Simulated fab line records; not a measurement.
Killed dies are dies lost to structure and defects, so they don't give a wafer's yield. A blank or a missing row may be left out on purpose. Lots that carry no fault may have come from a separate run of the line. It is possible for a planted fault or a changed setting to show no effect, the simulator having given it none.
Which tool was responsible? -- flow n5-finfet -- 26 wafers from 9 lots sampled at 6 of the route's 1938 steps

== WHAT THE GAUGES SHOWED, per wafer ==
N5_BEOL_M4_RC_MEAS_101. Usual: DIBL_N 36.4 mV/V, standard deviation 1.5; DIBL_P 36.4 mV/V, standard deviation 1.6; IOFF_N 0.164 nA/um, standard deviation 0.025; IOFF_P 0.214 nA/um, standard deviation 0.028; ION_N 675 uA/um, standard deviation 9.9; ION_P 463 uA/um, standard deviation 6.5; SS_N 71.5 mV/dec, standard deviation 0.5; SS_P 73.3 mV/dec, standard deviation 0.56; VT_N 249.2 mV, standard deviation 2.7; VT_P -250.1 mV, standard deviation 2.8.
lot,measured,on,DIBL_N (mV/V),DIBL_P (mV/V),IOFF_N (nA/um),IOFF_P (nA/um),ION_N (uA/um),ION_P (uA/um),SS_N (mV/dec),SS_P (mV/dec),VT_N (mV),VT_P (mV),flag
L952,day 8 12:26,prober-02,35.8 36.0 35.8,37.5 37.2 36.9,0.165 0.168 0.166,0.224 0.219 0.208,677 682 687,471 467 467,71.8 71.8 70.9,73.8 73.6 73.2,249.6 247.4 248.3,-249.5 -249.8 -250.5,
L953,day 8 15:07,prober-01,36.4 34.1 35.7,36.9 34.1 35.4,0.153 0.111 0.134,0.173 0.145 0.160,671 657 656,455 440 447,71.8 70.8 71.7,73.3 72.7 73.6,248.6 256.2 252.8,-253.4 -257.7 -254.4,
L954,day 8 21:29,prober-01,35.8 35.2 34.1,35.7 34.7 34.3,0.163 0.154 0.136,0.214 0.195 0.186,678 676 664,462 460 460,70.9 71.1 70.7,73.4 73.3 72.3,250.3 250.3 253.4,-252.0 -250.5 -251.6,
L959,day 10 00:44,prober-01,38.2 38.7 38.6,35.8 36.1 36.6,0.172 0.184 0.187,0.221 0.239 0.254,674 681 675,459 470 465,72.2 72.0 71.8,73.0 73.4 73.6,249.4 246.6 245.5,-249.3 -247.6 -248.3,
L962,day 11 01:11,prober-01,35.4 33.9 36.6,35.4 34.3 37.4,0.137 0.121 0.166,0.176 0.169 0.209,668 661 668,456 455 452,70.9 70.4 71.3,72.5 73.0 73.3,254.7 255.1 247.1,-254.9 -252.1 -252.9,
L963,day 11 04:25,prober-01,34.5 33.6,37.4 35.4,0.146 0.128,0.209 0.193,678 664,469 465,71.4 70.8,73.6 72.8,251.8 252.9,-251.0 -250.6,
L969,day 12 10:05,prober-02,35.5 33.9 33.8,36.2 34.6 34.8,0.152 0.122 0.130,0.214 0.175 0.185,684 674 661,466 464 457,71.0 70.9 71.7,73.3 73.0 72.7,251.5 252.6 251.3,-250.4 -253.9 -253.2,
L971,day 13 03:38,prober-02,35.1 34.7 35.5,34.9 34.4 35.5,0.159 0.146 0.157,0.175 0.169 0.187,681 674 667,458 457 455,71.7 71.1 71.8,73.1 73.1 72.9,250.2 249.3 249.2,-254.8 -252.5 -254.0,
L973,day 13 15:23,prober-02,37.4 36.6 37.8,37.1 36.1 36.8,0.184 0.164 0.174,0.225 0.212 0.218,675 674 678,464 457 459,71.4 71.6 71.2,73.8 73.7 74.1,246.9 251.0 249.6,-250.5 -251.4 -249.9,

N5_BEOL_M7_CD_MEAS_35: the cd target is 40 nm. Usual: cd-nm 39.9 nm, standard deviation 0.48.
lot,measured,on,cd-nm (nm),flag
L952,day 9 13:01,cd-sem-02,39.9 40.0 39.4,
L953,day 9 21:41,cd-sem-02,40.7 39.5 39.6,
L954,day 9 23:16,cd-sem-01,40.1 39.2 39.1,
L959,day 10 23:28,cd-sem-03,40.1 40.4 40.4,
L962,day 12 02:41,cd-sem-01,39.9 39.5 39.9,
L963,day 12 04:35,cd-sem-01,40.0 39.4,
L969,day 13 14:13,cd-sem-03,40.5 40.5 39.8,
L971,day 14 02:26,cd-sem-01,39.7 39.8 40.6,
L973,day 14 17:09,cd-sem-03,39.9 39.5 39.8,

N5_BEOL_M7_THK_MEAS_53: measures by xrf. Usual: M7_THK gives 77.7 nm (standard deviation 1.9).
lot,measured,on,M7_THK (nm),flag
L952,day 9 17:11,film-metro-01,79.1 79.3 79.4,
L953,day 10 00:28,film-metro-01,77.5 78.4 77.3,
L954,day 10 01:13,film-metro-02,78.9 80.1 80.3,
L959,day 11 01:53,film-metro-02,79.4 81.1 77.4,
L962,day 12 05:22,film-metro-01,77.0 78.2 188.6,OFF
L963,day 12 06:53,film-metro-02,76.5 192.8,OFF
L969,day 13 16:44,film-metro-02,76.6 76.9 73.3,
L971,day 14 05:02,film-metro-02,79.5 78.5 76.7,
L973,day 14 19:37,film-metro-02,76.4 75.9 75.7,

N5_BEOL_M7_INSPECT_58: inspects for defects (darkfield). Usual: raw-defect-count 79, standard deviation 26.
lot,measured,on,raw-defect-count,flag
L952,day 9 17:23,defect-inspect-02,113 54 64,
L953,day 10 00:37,defect-inspect-02,77 78 59,
L954,day 10 01:23,defect-inspect-02,81 66 83,
L959,day 11 02:02,defect-inspect-02,63 74 55,
L962,day 12 05:31,defect-inspect-01,84 102 1244,OFF
L963,day 12 07:02,defect-inspect-01,69 1234,OFF
L969,day 13 16:53,defect-inspect-01,66 85 47,
L971,day 14 05:12,defect-inspect-02,85 84 88,
L973,day 14 19:46,defect-inspect-01,52 57 36,

== WHICH TOOL RAN EACH LOT (tool, then ch and the chambers of the sampled wafers, then the start) ==
lot,N5_BEOL_M7_ETCH_41,N5_BEOL_M7_CMP_52
L952,"rie-diel-03 ch 0,2,3, day 9 13:01 or earlier","cmp-01 ch 0,1,3, day 9 16:58"
L953,"rie-diel-06 ch 0,2,3, day 9 21:41 or earlier","cmp-02 ch 0,1,2, day 10 00:14"
L954,"rie-diel-06 ch 0,1, day 9 23:16 or earlier","cmp-01 ch 1,2,3, day 10 00:58"
L959,"rie-diel-06 ch 0,2,3, day 10 23:28 or earlier","cmp-01 ch 0,3, day 11 01:35"
L962,"rie-diel-05 ch 0,1,2, day 12 02:41 or earlier","cmp-01 ch 0,1,2, day 12 05:04"
L963,"rie-diel-03 ch 2,3, day 12 04:35 or earlier","cmp-01 ch 2,3, day 12 06:38"
L969,"rie-diel-03 ch 1,2,3, day 13 14:13 or earlier","cmp-04 ch 0,1,3, day 13 16:31"
L971,"rie-diel-06 ch 1,2,3, day 14 02:26 or earlier","cmp-02 ch 0,1,3, day 14 04:47"
L973,"rie-diel-03 ch 0,1,3, day 14 17:09 or earlier","cmp-04 ch 0,1, day 14 19:19"
- N5_BEOL_M7_ETCH_41: etches SiCN in CH3F/O2, target depth 31.9 nm, time 57.8 s.
- N5_BEOL_M7_CMP_52: polishes, stops on SiCOH lowk, t overpolish 6.9 s, target thk 80 nm.

== WHAT THE TOOLS THEMSELVES READ (means of the sampled wafers that have a number; where no wafer has one, the mark that the record gives instead) ==
N5_BEOL_M7_ETCH_41. Usual: O2_flow_sccm 20.00 sccm, standard deviation 0.061; drypump-motor-current-A 5.4 A, standard deviation 0.5; oes-product-au 0.78 a.u., standard deviation 0.085; rf-vpp-V 297.4 V, standard deviation 1.4; showerhead-plenum-p-Torr 2.01 Torr, standard deviation 0.058; throttle-valve-pct 16.33 %, standard deviation 0.24.
lot,tool,O2_flow_sccm (sccm),drypump-motor-current-A (A),oes-product-au (a.u.),rf-vpp-V (V),showerhead-plenum-p-Torr (Torr),throttle-valve-pct (%),flag
L952,rie-diel-03,19.98,5.1,0.82,297.0,2.02,16.13,
L953,rie-diel-06,20.04,6.0,0.78,296.3,1.96,16.46,
L954,rie-diel-06,20.09,5.4,0.82,296.4,1.99,16.41,
L959,rie-diel-06,20.00,6.0,0.77,296.6,1.96,16.47,
L962,rie-diel-05,20.04,5.6,0.86,297.9,2.03,16.25,
L963,rie-diel-03,20.00,4.9,0.84,296.6,1.99,16.05,
L969,rie-diel-03,20.01,5.0,0.78,297.7,2.01,16.19,
L971,rie-diel-06,19.98,5.9,0.79,297.1,1.99,16.44,
L973,rie-diel-03,19.99,5.2,0.71,298.0,2.04,16.38,

N5_BEOL_M7_CMP_52. Usual: barrier-field-endpoint-s 29.0 s, standard deviation 0.64; head-pressure-psi 0.9999 psi, standard deviation 0.0023; motor-current-A 6.3 A, standard deviation 0.72; overpolish-run-s 6.900 s, standard deviation 0.0089; slurry-filter-dp-kPa 13.51 kPa, standard deviation 0.13; time-to-endpoint-s 62.6 s, standard deviation 2.4.
lot,tool,barrier-field-endpoint-s (s),head-pressure-psi (psi),motor-current-A (A),overpolish-run-s (s),slurry-filter-dp-kPa (kPa),time-to-endpoint-s (s),flag
L952,cmp-01,29.7,1.0009,6.3,6.897,13.62,63.8,
L953,cmp-02,28.4,0.9994,5.8,6.894,13.43,61.2,
L954,cmp-01,29.5,1.0004,6.4,6.905,13.47,64.1,
L959,cmp-01,27.8,0.9991,6.4,6.905,13.43,59.9,
L962,cmp-01,34.9,1.0001,6.9,4.617,13.44,68.6,OFF
L963,cmp-01,37.6,0.9989,6.7,3.472,13.49,70.8,OFF
L969,cmp-04,28.6,1.0004,6.2,6.903,13.61,61.5,
L971,cmp-02,28.7,0.9975,6.3,6.891,13.39,58.1,
L973,cmp-04,29.3,1.0003,6.4,6.901,13.59,63.4,

== THE ANSWER, worked out from the rows above alone ==
Rule: take the mean of a lot's wafers that have a number; if it is more than 3 standard deviations from the usual mean, the lot is off. Also off: a lot with no number at a reading for which 4 or more lots have one. The other lots that the step has rows for count as sound. Order of review: gauges by route order, followed by the tools' own readings, for which a lot's mean as printed above is used. The first step at which some lot is off is used, and at that step the reading that is off furthest; a lot without a number counts as furthest.
Off: at N5_BEOL_M7_THK_MEAS_53 (M7_THK), L962, L963.
If a tool, at a process step before that reading, ran all the lots that are off and no sound lot after the first of them, it fits. Not tried: the gauges at N5_BEOL_M7_THK_MEAS_53; whatever is off there is also off at N5_BEOL_M7_INSPECT_58, on other tools, and gauge error can't account for it. With no start given for some of its lots, N5_BEOL_M7_ETCH_41 uses the hours and lot order of N5_BEOL_M7_CD_MEAS_35. One fits: N5_BEOL_M7_CMP_52 on cmp-01. Its last sound lot is L959 (day 11 01:35), its first lot that is off L962 (day 12 05:04): a fault that began between those two fits.
The tool's own readings at N5_BEOL_M7_CMP_52 bear it out: on the lots that are off they differ by more than 5 times the standard deviation of the sound lots' means. barrier-field-endpoint-s reads 36.2 s there against 28.9 s on the sound lots; overpolish-run-s reads 4.045 s there against 6.899 s on the sound lots.

== WHAT THE SIMULATOR PUT IN ==
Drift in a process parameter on cmp-01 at N5_BEOL_M7_CMP_52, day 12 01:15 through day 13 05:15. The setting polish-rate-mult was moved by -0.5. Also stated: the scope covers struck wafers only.
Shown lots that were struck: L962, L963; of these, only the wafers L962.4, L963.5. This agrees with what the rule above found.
